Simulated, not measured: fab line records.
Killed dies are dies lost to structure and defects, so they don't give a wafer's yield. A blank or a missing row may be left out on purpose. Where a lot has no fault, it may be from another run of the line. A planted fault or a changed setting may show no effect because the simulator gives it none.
fab line records -- flow n5_finfet
record lots=6, wafers=18, last_day=18
route steps=1938 shown BEOL_M4@1106 BEOL_M5@1112 PASSIVATION@1936
lots that met no fault: taken from a fault-free run of the same line
start_h: the number of hours between the record's first day and the start of the first shown wafer of the lot -- wait_h: hours since the lot's step before -- " repeats the value in the row above -- L1.1+2: a single row standing in for several wafers -- - no value, or no start was given -- * or withheld: withheld -- < > ~ a bound
route shown NAME@n: NAME is a module with steps in the file, n the number in the route of the first one -- usual: mean and standard deviation over wafers with no fault -- same: alike in all rows -- chamber/n: place in a boat -- sites: each site's reading -- _std_site: how widely they spread, as a standard deviation -- _edge_site: inner sites' mean taken away from outer sites' mean -- radius_mm: how far each site lies from the wafer's centre -- mask NAME#n: copy n -- behind: tool/chamber where the wafer was last shaped -- hold: cause of the lot's hold/its duration in hours/its outcome -- device: whichever transistor did not switch (one of n, p or np) -- end of line: the same wafers' tests at the end of the route -- where a step has no rows: the recipe by itself -- killed: not the wafer's yield, but the dies lost to structure and defects at the first sort -- map: shows each die of a wafer: x if killed, . if not, _ if none is there
set.NAME: the setting as run; set.NAME@STEP: as run at that earlier step -- model.NAME: the simulator's own value behind a step, which no gauge read
certain route steps with their lots: each step a table, each wafer a row
services: from which hour (start_h, from the record's first day; less than 0 if before it) a tool's chamber was out of use, for how many hours, and why
## steps
# step N5_BEOL_M4_CO_CAP_55
# recipe material=Co, target_thk_a=20, temp_c=200, precursor=CCTBA/H2, pressure_torr=30, time_s=102.1
# step N5_BEOL_M4_PRE_CLEAN_56
# recipe gas=NH3, time_s=15, temp_c=withheld, rf_power_w=300
# step N5_BEOL_M4_DEP_57
# recipe material=SiCN, target_thk_a=80, temp_c=withheld, precursor=3MS/NH3, pressure_torr=3, rf_w=202, time_s=14
# usual chamber_pressure_Torr=3.000/0.0064, showerhead_plenum_p_Torr=3.665/0.013, throttle_valve_pct=9.1/0.51
lot.wafer,tool,chamber,start_h,wait_h,chamber_pressure_Torr,showerhead_plenum_p_Torr,throttle_valve_pct
L415.1,pecvd-04,0,177.67,0.0,3.004,3.644,9.3
L415.4,pecvd-04,0,177.67,0.0,3.007,3.641,9.0
L415.6,pecvd-04,2,177.67,0.0,3.006,3.670,9.0
L416.2,pecvd-03,1,191.16,0.0,2.997,3.663,9.1
L416.3,pecvd-03,2,191.16,0.0,3.004,3.674,9.1
L416.6,pecvd-03,1,191.16,0.0,3.002,3.673,9.0
L421.1,pecvd-03,2,236.86,0.0,2.994,3.655,8.0
L421.4,pecvd-03,0,236.86,0.0,3.001,3.668,9.9
L421.6,pecvd-03,2,236.86,0.0,2.989,3.657,8.1
L420.3,pecvd-04,2,240.88,0.0,3.004,3.679,9.0
L420.4,pecvd-04,0,240.88,0.0,2.988,3.642,9.3
L420.5,pecvd-04,1,240.88,0.0,2.979,3.676,9.4
L429.1,pecvd-02,2,291.81,0.0,3.006,3.643,8.3
L429.3,pecvd-02,0,291.81,0.0,3.000,3.653,9.9
L429.6,pecvd-02,2,291.81,0.0,2.999,3.642,8.3
L432.1,pecvd-02,1,310.48,0.0,2.995,3.671,8.8
L432.2,pecvd-02,2,310.48,0.0,3.005,3.642,8.3
L432.3,pecvd-02,0,310.48,0.0,2.986,3.655,9.8
# step N5_BEOL_M4_RS_MEAS_58
# recipe thk_meas_gauge=four-point-probe, reads=Co_of_BEOL_M4_CO_CAP_55+Cu_of_BEOL_M4_ECD_50+Co_of_BEOL_M4_CVD_47+TaN_of_BEOL_M4_ALD_84
# usual M4_RS=0.66/0.033
lot.wafer,tool,chamber,start_h,wait_h,M4_RS[ohm/sq]
L415.1,film_metro-01,-,177.74,0.0,0.65
L415.4,film_metro-01,-,177.74,0.0,0.66
L415.6,film_metro-01,-,177.74,0.0,0.63
L416.2,film_metro-02,-,191.23,0.1,0.70
L416.3,film_metro-02,-,191.23,0.1,0.70
L416.6,film_metro-02,-,191.23,0.1,0.70
L421.1,film_metro-01,-,236.93,0.0,0.75
L421.4,film_metro-01,-,236.93,0.0,0.66
L421.6,film_metro-01,-,236.93,0.0,0.69
L420.3,film_metro-01,-,240.95,0.1,0.65
L420.4,film_metro-01,-,240.95,0.1,0.66
L420.5,film_metro-01,-,240.95,0.1,0.67
L429.1,film_metro-01,-,291.88,0.0,0.64
L429.3,film_metro-01,-,291.88,0.0,0.63
L429.6,film_metro-01,-,291.88,0.0,0.64
L432.1,film_metro-01,-,310.55,0.0,0.63
L432.2,film_metro-01,-,310.55,0.0,0.65
L432.3,film_metro-01,-,310.55,0.0,0.68
# step N5_BEOL_M4_INSPECT_59
# recipe inspect_instrument=darkfield, mode=post_dep
# usual raw_defect_count=67/20
lot.wafer,tool,chamber,start_h,wait_h,raw_defect_count
L415.1,defect_inspect-01,-,177.77,0.0,64
L415.4,defect_inspect-01,-,177.77,0.0,72
L415.6,defect_inspect-01,-,177.77,0.0,48
L416.2,defect_inspect-02,-,191.25,0.0,108
L416.3,defect_inspect-02,-,191.25,0.0,57
L416.6,defect_inspect-02,-,191.25,0.0,69
L421.1,defect_inspect-02,-,236.95,0.0,57
L421.4,defect_inspect-02,-,236.95,0.0,59
L421.6,defect_inspect-02,-,236.95,0.0,54
L420.3,defect_inspect-02,-,240.98,0.0,53
L420.4,defect_inspect-02,-,240.98,0.0,44
L420.5,defect_inspect-02,-,240.98,0.0,61
L429.1,defect_inspect-02,-,291.91,0.0,85
L429.3,defect_inspect-02,-,291.91,0.0,57
L429.6,defect_inspect-02,-,291.91,0.0,60
L432.1,defect_inspect-02,-,310.58,0.0,72
L432.2,defect_inspect-02,-,310.58,0.0,85
L432.3,defect_inspect-02,-,310.58,0.0,69
# step N5_BEOL_M4_RC_MEAS_101
# usual DIBL_N=35.1/1.6, DIBL_P=34.9/1.8, IOFF_N=0.143/0.026, IOFF_P=0.21/0.037, ION_N=671/11, ION_P=463/7.8, SS_N=71.2/0.58, SS_P=73.0/0.54, VT_N=251/3, VT_P=-250/4.1
lot.wafer,tool,chamber,start_h,wait_h,DIBL_N[mV/V],DIBL_P[mV/V],IOFF_N[nA/um],IOFF_P[nA/um],ION_N[uA/um],ION_P[uA/um],SS_N[mV/dec],SS_P[mV/dec],VT_N[mV],VT_P[mV]
L415.1,prober-01,0,177.79,0.0,32.6,32.1,0.117,0.17,663,468,70.9,72.8,251,-250
L415.4,prober-01,0,177.79,0.0,33.8,34.2,0.144,0.21,674,466,71.5,72.6,249,-248
L415.6,prober-01,0,177.79,0.0,34.9,34.4,0.143,0.20,674,468,72.1,73.3,251,-249
L416.2,prober-02,0,191.43,0.2,35.5,35.0,0.148,0.22,685,468,70.8,72.7,252,-248
L416.3,prober-02,0,191.43,0.2,35.0,35.5,0.147,0.24,673,473,71.3,72.7,248,-246
L416.6,prober-02,0,191.43,0.2,32.7,32.4,0.114,0.19,671,465,70.8,72.1,253,-248
L421.1,prober-01,0,236.98,0.0,34.0,32.9,0.116,0.15,658,451,71.4,72.6,255,-255
L421.4,prober-01,0,236.98,0.0,36.9,36.6,0.158,0.17,677,456,71.6,73.3,251,-257
L421.6,prober-01,0,236.98,0.0,35.9,34.9,0.134,0.17,660,452,71.6,73.3,251,-255
L420.3,prober-01,0,241.31,0.3,33.0,33.6,0.117,0.19,669,462,70.5,72.8,251,-250
L420.4,prober-01,0,241.31,0.3,33.4,33.3,0.120,0.18,675,469,71.3,72.7,255,-251
L420.5,prober-01,0,241.31,0.3,35.6,37.2,0.155,0.23,681,468,72.3,73.7,253,-249
L429.1,prober-01,0,291.93,0.0,37.3,34.9,0.152,0.24,649,459,72.4,73.5,255,-245
L429.3,prober-01,0,291.93,0.0,37.2,36.5,0.166,0.26,675,470,71.6,73.6,249,-247
L429.6,prober-01,0,291.93,0.0,37.0,36.0,0.153,0.27,668,470,71.2,73.7,253,-244
L432.1,prober-01,0,310.60,0.0,37.2,38.4,0.192,0.27,683,470,71.5,73.4,247,-244
L432.2,prober-01,0,310.60,0.0,35.0,35.0,0.152,0.20,672,461,72.2,72.6,248,-249
L432.3,prober-01,0,310.60,0.0,36.9,38.3,0.204,0.27,705,481,71.3,74.1,243,-244
# step N5_BEOL_M5_ILD_DEP_00
# recipe material=SiCOH_lowk, target_thk_a=1406.4, temp_c=300, precursor=DEMS/porogen, pressure_torr=5, rf_w=500, time_s=25.9
# usual chamber_pressure_Torr=4.998/0.012, heater_power_w=289/45, showerhead_plenum_p_Torr=5.740/0.015, throttle_valve_pct=13.7/0.66
lot.wafer,tool,chamber,start_h,wait_h,chamber_pressure_Torr,heater_power_w,showerhead_plenum_p_Torr,throttle_valve_pct
L415.1,pecvd-02,0,178.75,0.8,5.011,370,5.731,14.8
L415.4,pecvd-02,2,178.75,0.8,5.005,384,5.712,12.8
L415.6,pecvd-02,0,178.75,0.8,4.999,371,5.731,14.7
L416.2,pecvd-01,1,192.24,0.7,5.004,255,5.738,14.0
L416.3,pecvd-01,0,192.24,0.7,5.009,321,5.737,12.8
L416.6,pecvd-01,1,192.24,0.7,5.014,260,5.734,14.0
L421.1,pecvd-04,1,237.94,0.8,4.996,308,5.751,14.4
L421.4,pecvd-04,0,237.94,0.8,5.000,255,5.710,13.9
L421.6,pecvd-04,1,237.94,0.8,4.988,315,5.768,14.6
L420.3,pecvd-01,0,241.96,0.5,4.997,317,5.727,13.4
L420.4,pecvd-01,1,241.96,0.5,4.982,282,5.740,14.0
L420.5,pecvd-01,2,241.96,0.5,4.988,245,5.766,12.7
L429.1,pecvd-01,0,292.90,0.8,4.985,324,5.731,13.2
L429.3,pecvd-01,1,292.90,0.8,5.000,288,5.743,14.3
L429.6,pecvd-01,1,292.90,0.8,4.998,307,5.746,14.3
L432.1,pecvd-04,1,311.57,0.8,4.990,252,5.751,14.5
L432.2,pecvd-04,2,311.57,0.8,4.999,261,5.742,14.0
L432.3,pecvd-04,0,311.57,0.8,4.994,225,5.716,14.0
# step N5_BEOL_M5_CURE_79
# recipe temp_c=385, time_s=240, ambient=He/Ar, material=SiCOH_lowk
# usual lamp_power_pct=52.31/0.052, wafer_temp_C_max=386.9/0.5
lot.wafer,tool,chamber,start_h,wait_h,lamp_power_pct,wafer_temp_C_max
L415.1,uv_cure-02,0,178.81,0.0,52.24,386.5
L415.4,uv_cure-02,0,178.81,0.0,52.39,386.6
L415.6,uv_cure-02,0,178.81,0.0,52.35,386.7
L416.2,uv_cure-01,2,192.42,0.2,52.33,388.2
L416.3,uv_cure-01,2,192.42,0.2,52.34,387.5
L416.6,uv_cure-01,2,192.42,0.2,52.31,387.9
L421.1,uv_cure-03,0,238.00,0.0,52.27,387.0
L421.4,uv_cure-03,0,238.00,0.0,52.33,387.0
L421.6,uv_cure-03,0,238.00,0.0,52.32,386.7
L420.3,uv_cure-02,1,242.18,0.2,52.31,387.0
L420.4,uv_cure-02,1,242.18,0.2,52.28,386.8
L420.5,uv_cure-02,1,242.18,0.2,52.32,386.8
L429.1,uv_cure-03,0,292.96,0.0,52.31,386.6
L429.3,uv_cure-03,0,292.96,0.0,52.34,387.0
L429.6,uv_cure-03,0,292.96,0.0,52.38,386.5
L432.1,uv_cure-02,0,311.63,0.0,52.36,386.6
L432.2,uv_cure-02,0,311.63,0.0,52.35,387.1
L432.3,uv_cure-02,0,311.63,0.0,52.34,387.5
# step N5_BEOL_M5_THK_MEAS_01
# recipe reads=SiCOH_lowk_of_BEOL_M5_ILD_DEP_00
# usual M5_ILD_THK=121.5/1.7
lot.wafer,tool,chamber,start_h,wait_h,M5_ILD_THK[nm]
L415.1,film_metro-02,-,179.33,0.4,120.0
L415.4,film_metro-02,-,179.33,0.4,122.9
L415.6,film_metro-02,-,179.33,0.4,120.4
L416.2,film_metro-01,-,192.86,0.4,121.3
L416.3,film_metro-01,-,192.86,0.4,121.1
L416.6,film_metro-01,-,192.86,0.4,122.4
L421.1,film_metro-01,-,238.52,0.4,119.8
L421.4,film_metro-01,-,238.52,0.4,122.3
L421.6,film_metro-01,-,238.52,0.4,122.7
L420.3,film_metro-01,-,242.54,0.3,119.9
L420.4,film_metro-01,-,242.54,0.3,122.8
L420.5,film_metro-01,-,242.54,0.3,120.9
L429.1,film_metro-01,-,293.47,0.4,120.5
L429.3,film_metro-01,-,293.47,0.4,122.4
L429.6,film_metro-01,-,293.47,0.4,124.2
L432.1,film_metro-01,-,312.14,0.4,120.4
L432.2,film_metro-01,-,312.14,0.4,119.6
L432.3,film_metro-01,-,312.14,0.4,121.2
# step N5_BEOL_M5_PECVD_70
# recipe material=SiO2, target_thk_a=160, temp_c=400, precursor=TEOS/O2, pressure_torr=5.5, rf_w=450, teos_flow_sccm=53.8, gas=O2, flow_sccm=3000, time_s=18
# usual chamber_pressure_Torr=5.499/0.012, heater_power_w=695/93, showerhead_plenum_p_Torr=8.78/0.058, throttle_valve_pct=22.2/1.1
lot.wafer,tool,chamber,start_h,wait_h,chamber_pressure_Torr,heater_power_w,showerhead_plenum_p_Torr,throttle_valve_pct
L415.1,pecvd-01,0,179.36,0.0,5.492,746,8.76,21.1
L415.4,pecvd-01,1,179.36,0.0,5.519,705,8.78,22.9
L415.6,pecvd-01,2,179.36,0.0,5.507,612,8.85,20.4
L416.2,pecvd-02,0,192.89,0.0,5.497,778,8.75,23.9
L416.3,pecvd-02,2,192.89,0.0,5.480,788,8.71,20.8
L416.6,pecvd-02,1,192.89,0.0,5.502,738,8.82,21.9
L421.1,pecvd-04,1,238.55,0.0,5.500,713,8.84,23.4
L421.4,pecvd-04,0,238.55,0.0,5.502,642,8.70,22.4
L421.6,pecvd-04,2,238.55,0.0,5.501,605,8.84,22.6
L420.3,pecvd-04,0,242.57,0.0,5.516,620,8.70,22.5
L420.4,pecvd-04,2,242.57,0.0,5.530,665,8.82,22.4
L420.5,pecvd-04,0,242.57,0.0,5.502,617,8.70,22.7
L429.1,pecvd-02,0,293.51,0.0,5.501,775,8.75,24.0
L429.3,pecvd-02,2,293.51,0.0,5.498,838,8.71,20.6
L429.6,pecvd-02,1,293.51,0.0,5.494,877,8.81,21.6
L432.1,pecvd-04,2,312.18,0.0,5.511,683,8.82,22.7
L432.2,pecvd-04,0,312.18,0.0,5.486,617,8.69,22.7
L432.3,pecvd-04,1,312.18,0.0,5.491,715,8.86,23.5
# step N5_BEOL_M5_HM_DEP_02
# recipe material=TiN, target_thk_a=200, temp_c=25, chamber_pressure_pa=0.49996
# usual throttle_valve_pct=30.8/1
lot.wafer,tool,chamber,start_h,wait_h,throttle_valve_pct
L415.1,pvd_sputter-02,-,179.88,0.5,31.5
L415.4,pvd_sputter-02,-,179.88,0.5,30.1
L415.6,pvd_sputter-02,-,179.88,0.5,32.3
L416.2,pvd_sputter-01,-,194.22,1.3,29.6
L416.3,pvd_sputter-01,-,194.22,1.3,32.3
L416.6,pvd_sputter-01,-,194.22,1.3,30.5
L421.1,pvd_sputter-02,-,238.61,0.0,30.2
L421.4,pvd_sputter-02,-,238.61,0.0,31.5
L421.6,pvd_sputter-02,-,238.61,0.0,31.4
L420.3,pvd_sputter-02,-,244.49,1.9,30.3
L420.4,pvd_sputter-02,-,244.49,1.9,29.8
L420.5,pvd_sputter-02,-,244.49,1.9,32.4
L429.1,pvd_sputter-02,-,294.19,0.7,29.9
L429.3,pvd_sputter-02,-,294.19,0.7,31.3
L429.6,pvd_sputter-02,-,294.19,0.7,30.0
L432.1,pvd_sputter-01,-,313.73,1.5,32.2
L432.2,pvd_sputter-01,-,313.73,1.5,30.8
L432.3,pvd_sputter-01,-,313.73,1.5,29.8
# step N5_BEOL_M5_COAT_59
# recipe resist=SOC, temp_c=250, time_s=60, spin_rpm=1500, resist_thk_nm=60
# step N5_BEOL_M5_COAT_60
# recipe resist=SiARC, temp_c=220, time_s=60, spin_rpm=1500, resist_thk_nm=12
# usual dispense_pressure_kPa=53/5.7, resist_line_temp_C=22.99/0.11, run_length_s=66.05/0.22
lot.wafer,tool,chamber,start_h,wait_h,dispense_pressure_kPa,resist_line_temp_C,run_length_s
L415.1,litho_track-04,0,180.01,-,58,23.02,65.99
L415.4,litho_track-04,0,180.01,-,58,23.10,66.05
L415.6,litho_track-04,0,180.01,-,58,23.05,66.18
L416.2,litho_track-02,0,194.34,-,48,23.24,66.59
L416.3,litho_track-02,0,194.34,-,48,23.20,66.45
L416.6,litho_track-02,0,194.34,-,48,23.01,66.33
L421.1,litho_track-04,0,238.74,-,58,22.84,74.06
L421.4,litho_track-04,0,238.74,-,58,22.82,65.93
L421.6,litho_track-04,0,238.74,-,58,22.96,65.87
L420.3,litho_track-04,0,244.62,-,58,23.04,65.87
L420.4,litho_track-04,0,244.62,-,58,23.05,65.92
L420.5,litho_track-04,0,244.62,-,58,23.15,73.94
L429.1,litho_track-01,0,294.32,-,46,22.90,65.97
L429.3,litho_track-01,0,294.32,-,46,22.84,65.94
L429.6,litho_track-01,0,294.32,-,46,22.93,66.00
L432.1,litho_track-01,0,313.86,-,46,23.17,66.08
L432.2,litho_track-01,0,313.86,-,46,23.00,65.95
L432.3,litho_track-01,0,313.86,-,46,22.98,65.87
# step N5_BEOL_M5_COAT_71
# recipe resist=underlayer, temp_c=205, time_s=60, spin_rpm=1500, resist_thk_nm=5
# step N5_PASSIVATION_PROBE_49
# usual defect_limited_yield=91.1/1.4, killed_at_M0_to_M3=36/11, killed_at_M4_up=14/5.2, killed_at_contacts=12/6.1, killed_at_front_end=40/12, killed_at_other=3.2/2.5, killed_dies=105/16, killed_on_rim=14/4.4, killed_open=68/12, killed_short=35/8.7, sort_bin_5_function=5.2/0.89, sort_bin_6_memory=3.3/0.66, sort_n_pass=1074/16, sort_yield_pct=91.1/1.4
# same gross_dies=1180, killed_at_back_side=0, sort_bin_4_leakage[%]=0, sort_bin_8_speed[%]=0
lot.wafer,tool,chamber,start_h,wait_h,defect_limited_yield[%],killed_at_M0_to_M3,killed_at_M4_up,killed_at_contacts,killed_at_front_end,killed_at_other,killed_dies,killed_on_rim,killed_open,killed_short,sort_bin_5_function[%],sort_bin_6_memory[%],sort_n_pass,sort_yield_pct[%]
L415.1,prober-02,-,307.91,0.0,92.2,36,25,7,19,5,92,16,57,32,4.5,3.2,1088,92.2
L415.4,prober-02,-,308.06,0.2,94.1,26,15,9,17,3,70,6,47,21,3.9,1.9,1110,94.1
L415.6,prober-02,-,308.16,0.3,91.9,41,20,9,24,2,96,11,59,36,4.2,3.4,1084,91.9
L416.2,prober-02,-,322.72,0.1,93.1,39,15,3,23,2,82,11,64,18,3.6,3.2,1098,93.1
L416.3,prober-02,-,322.77,0.1,90.8,35,20,10,38,5,108,14,68,37,4.6,4.3,1072,90.8
L416.6,prober-02,-,322.92,0.3,89.7,44,23,9,44,2,122,11,83,39,6.4,3.8,1058,89.7
L421.1,prober-02,-,349.16,0.0,91.7,36,18,4,40,0,98,8,63,31,4.4,3.5,1082,91.7
L421.4,prober-02,-,349.31,0.2,91.3,40,13,6,44,0,103,10,68,25,4.9,2.8,1077,91.3
L421.6,prober-02,-,349.41,0.3,91.3,45,17,9,25,7,103,16,69,31,5.2,3.2,1077,91.3
L420.4,prober-02,-,352.87,0.2,90.2,39,11,9,53,4,116,5,84,30,5.4,3.6,1064,90.2
L420.5,prober-02,-,352.92,0.2,92.5,37,8,15,26,2,88,14,68,19,4.7,2.7,1092,92.5
L429.1,prober-01,-,409.35,0.0,90.1,31,20,13,49,4,117,22,75,39,5.1,4.4,1063,90.1
L429.3,prober-01,-,409.45,0.1,89.5,36,17,3,59,9,124,19,77,46,6.3,3.6,1056,89.5
L429.6,prober-01,-,409.60,0.3,90.3,41,9,10,41,13,114,11,72,40,5.4,3.9,1066,90.3
L432.1,prober-02,-,434.39,0.0,91.6,26,23,7,42,1,99,11,65,31,4.9,3.1,1081,91.6
L432.2,prober-02,-,434.44,0.1,90.5,30,17,9,54,2,112,15,73,34,5.8,3.5,1068,90.5
L432.3,prober-02,-,434.49,0.1,91.4,27,17,10,48,0,102,15,65,33,4.9,3.2,1078,91.4
# killed by level:class
L415.1 BEOL_M4:geometric_particle:open=11 BEOL_M3:geometric_particle:open=7 BEOL_M0_SAQP:geometric_particle:open=6 BEOL_M2:geometric_particle:open=6 BEOL_M4:geometric_particle:short=6 MOL_CONTACT_COAG:geometric_particle:open=5 BEOL_M0_SAQP:geometric_particle:short=5 BEOL_M2:geometric_particle:short=5
L415.4 MOL_CONTACT_COAG:geometric_particle:open=8 BEOL_M4:geometric_particle:open=7 BEOL_M0_SAQP:geometric_particle:short=6 BEOL_M3:geometric_particle:open=6 BEOL_M0_SAQP:geometric_particle:open=5 DUMMY_GATE:geometric_particle:open=4 FIN_SAQP:geometric_particle:short=3 STI_FIN_REVEAL:geometric_particle:open=3
L415.6 BEOL_M0_SAQP:geometric_particle:open=10 BEOL_M4:geometric_particle:open=8 FIN_SAQP:geometric_particle:short=6 MOL_CONTACT_COAG:geometric_particle:open=6 BEOL_M2:geometric_particle:open=6 BEOL_M3:geometric_particle:open=5 BEOL_M2:geometric_particle:short=5 DUMMY_GATE:geometric_particle:open=4
L416.2 BEOL_M0_SAQP:geometric_particle:open=13 BEOL_M4:geometric_particle:open=10 BEOL_M0_SAQP:geometric_particle:short=7 BEOL_M3:geometric_particle:open=6 GATE_CUT:geometric_particle:open=5 BEOL_M1:geometric_particle:open=5 MOL_CONTACT_COAG:geometric_particle:open=3 BEOL_M0:geometric_particle:open=3
L416.3 STI_FIN_REVEAL:geometric_particle:open=17 BEOL_M0_SAQP:geometric_particle:short=11 BEOL_M3:geometric_particle:open=7 MOL_CONTACT_COAG:geometric_particle:open=6 BEOL_M0_SAQP:geometric_particle:open=6 BEOL_M2:geometric_particle:open=5 BEOL_M4:geometric_particle:open=5 PAD_METAL:geometric_particle:short=5
L416.6 BEOL_M4:geometric_particle:open=15 BEOL_M0_SAQP:geometric_particle:short=15 BEOL_M0_SAQP:geometric_particle:open=13 FIN_SAQP:geometric_particle:open=11 BEOL_M2:geometric_particle:open=8 MOL_CONTACT_COAG:geometric_particle:open=8 FIN_SAQP:geometric_particle:short=7 STI_FIN_REVEAL:geometric_particle:open=5
L421.1 FIN_SAQP:geometric_particle:open=12 BEOL_M0_SAQP:geometric_particle:short=9 BEOL_M0_SAQP:geometric_particle:open=7 STI_FIN_REVEAL:geometric_particle:open=6 BEOL_M2:geometric_particle:open=6 BEOL_M4:geometric_particle:open=6 STARTING-WAFER:geometric_particle:short=5 FIN_SAQP:geometric_particle:short=4
L421.4 BEOL_M2:geometric_particle:open=13 FIN_SAQP:geometric_particle:short=9 STI_FIN_REVEAL:geometric_particle:open=9 BEOL_M0_SAQP:geometric_particle:open=8 BEOL_M4:geometric_particle:open=7 HKMG_FIN:area_etch=7 FIN_SAQP:geometric_particle:open=6 DUMMY_GATE:geometric_particle:open=6
L421.6 BEOL_M4:geometric_particle:open=15 BEOL_M0_SAQP:geometric_particle:short=14 BEOL_M0_SAQP:geometric_particle:open=11 BEOL_M2:geometric_particle:open=6 FIN_SAQP:geometric_particle:open=5 DUMMY_GATE:geometric_particle:open=5 BEOL_M1:geometric_particle:open=5 MOL_CONTACT_COAG:geometric_particle:open=4
L420.4 STI_FIN_REVEAL:geometric_particle:open=24 BEOL_M2:geometric_particle:open=10 MOL_CONTACT_COAG:geometric_particle:open=9 FIN_SAQP:geometric_particle:open=8 FIN_SAQP:geometric_particle:short=7 STI_FIN_REVEAL:geometric_particle:short=6 BEOL_M0_SAQP:geometric_particle:short=6 BEOL_M3:geometric_particle:open=5
L420.5 MOL_CONTACT_COAG:geometric_particle:open=14 STI_FIN_REVEAL:geometric_particle:open=12 BEOL_M1:geometric_particle:open=10 BEOL_M2:geometric_particle:open=8 BEOL_M0_SAQP:geometric_particle:short=7 BEOL_M0_SAQP:geometric_particle:open=6 DUMMY_GATE:geometric_particle:open=5 BEOL_M3:geometric_particle:open=5
L429.1 FIN_SAQP:geometric_particle:open=14 MOL_CONTACT_COAG:geometric_particle:open=9 BEOL_M4:geometric_particle:open=9 BEOL_M0_SAQP:geometric_particle:short=8 STI_FIN_REVEAL:geometric_particle:open=7 FIN_SAQP:geometric_particle:short=6 BEOL_M0_SAQP:geometric_particle:open=5 BEOL_M2:geometric_particle:open=5
L429.3 BEOL_M2:geometric_particle:open=12 SPACER0:geometric_particle:open=10 BEOL_M0_SAQP:geometric_particle:short=10 SPACER0:geometric_particle:short=8 GATE_CUT:geometric_particle:short=8 STI_FIN_REVEAL:geometric_particle:open=7 GATE_CUT:geometric_particle:open=6 FIN_SAQP:geometric_particle:open=5
L429.6 STI_FIN_REVEAL:geometric_particle:open=13 BEOL_M3:geometric_particle:open=12 BEOL_M0_SAQP:geometric_particle:open=11 FIN_SAQP:geometric_particle:short=7 FIN_SAQP:geometric_particle:open=5 MOL_CONTACT_COAG:geometric_particle:short=5 MOL_CONTACT_COAG:geometric_particle:open=5 BEOL_M2:geometric_particle:open=5
L432.1 FIN_SAQP:geometric_particle:open=10 BEOL_M4:geometric_particle:open=8 BEOL_M0_SAQP:geometric_particle:open=8 BEOL_M3:geometric_particle:open=8 GATE_CUT:geometric_particle:short=7 DUMMY_GATE:geometric_particle:open=6 FIN_SAQP:geometric_particle:short=5 STI_FIN_REVEAL:geometric_particle:open=5
L432.2 DUMMY_GATE:geometric_particle:open=12 FIN_SAQP:geometric_particle:short=11 BEOL_M3:geometric_particle:open=9 MOL_CONTACT_COAG:geometric_particle:open=8 FIN_SAQP:geometric_particle:open=7 BEOL_M2:geometric_particle:open=6 BEOL_M0_SAQP:geometric_particle:short=5 BEOL_M1:geometric_particle:open=5
L432.3 MOL_CONTACT_COAG:geometric_particle:open=10 BEOL_M3:geometric_particle:open=10 FIN_SAQP:geometric_particle:short=9 GATE_CUT:geometric_particle:short=9 BEOL_M0_SAQP:geometric_particle:short=7 FIN_SAQP:geometric_particle:open=6 BEOL_M0_SAQP:geometric_particle:open=6 BEOL_M4:geometric_particle:open=6
## services
tool,chamber,start_h,hours,kind
pecvd-04,0,157.67,2.1,scheduled_down
pecvd-01,0,166.14,7.5,repair
uv_cure-01,-,167.89,0.4,repair
uv_cure-01,-,168.33,1.0,pm
pecvd-03,2,172.77,6.1,repair
pecvd-01,-,175.72,2.8,pm
uv_cure-03,-,178.61,2.8,pm
pecvd-03,2,178.89,2.1,scheduled_down
uv_cure-01,-,185.30,0.5,repair
uv_cure-03,-,187.17,7.1,pm
pecvd-04,1,192.15,2.1,scheduled_down
pecvd-02,2,194.93,2.1,scheduled_down
pecvd-01,-,216.05,2.1,repair
pecvd-01,2,222.84,2.1,scheduled_down
uv_cure-03,-,224.02,0.2,repair
uv_cure-01,-,224.39,3.7,repair
pecvd-01,-,227.20,4.2,repair
pecvd-02,-,250.45,0.5,repair
uv_cure-03,-,254.35,7.5,pm
uv_cure-02,-,274.02,7.5,pm
pecvd-04,-,289.15,1.3,repair
pecvd-04,-,292.24,0.7,repair
uv_cure-01,-,298.48,0.3,repair
pecvd-01,1,308.21,9.5,repair
## key
first_sign step=N5_BEOL_M5_COAT_60, reading=run_length_s, direction=up, sigmas=36, usual=*, struck=*
effect none on later readings
met_at N5_BEOL_M5_COAT_60
struck_wafers L420.5,L421.1
onset_between 180.01 238.74
fault kind=process_parameter_drift, tool=litho_track-04, chamber=-, onset_h=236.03, steps=N5_BEOL_M5_COAT_60, channel=time_s, offset=*, shape=step, end_h=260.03, scope=struck_wafers_only, acts_in=*, stated=*
